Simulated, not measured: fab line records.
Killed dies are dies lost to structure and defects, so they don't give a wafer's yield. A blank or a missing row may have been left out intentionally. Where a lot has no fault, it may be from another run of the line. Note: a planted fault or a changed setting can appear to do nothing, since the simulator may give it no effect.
Chamber matching -- flow n5Finfet -- N5_BEOL_M8_ETCH_61 on rieDiel-06 has 4 sister chambers
The step etches SiARC in CF4, target depth 45.5 nm, time 75.8 s. 4 wafers are shown with their chamber, then 9 later ones without.

== EACH WAFER AND ITS CHAMBER ==
wafer,chamber,showerheadPlenumPTorr (Torr)
L087.3,3,2.09
L083.2,0,2.25
L086.5,1,2.27
L086.6,2,2.11

== WAFERS MISSING THEIR CHAMBER ==
wafer,showerheadPlenumPTorr (Torr)
L089.1,2.24
L089.4,2.24
L089.6,2.08
L093.1,2.26
L093.2,2.08
L093.4,2.08
L097.1,2.26
L097.2,2.11
L097.5,2.11

== CHAMBER TAKEN BY EACH ==
wafer,from the rows above,in truth
L089.1,0,0
L089.4,0,0
L089.6,3,3
L093.1,can't be placed: 0 or 1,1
L093.2,3,3
L093.4,3,3
L097.1,can't be placed: 0 or 1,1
L097.2,2,2
L097.5,2,2
Correctly placed: 7 of 9. These rows do not allow placing 2 (true chamber among the candidates in 2). Wrongly placed: 0.
How it was worked out, from the rows above alone: a wafer's distance from a chamber is the root of the sum, over the readings, of the square of ((its reading less the chamber's mean) divided by the reading's scatter). The wafer belongs to the nearest chamber; if the next one is less than 2 further off, it can't be placed. Each chamber's mean is taken over the wafers shown for it. The scatter (one wafer shown for each chamber): square how far every hidden wafer sits from the nearest shown wafer, average those squares and take the square root.
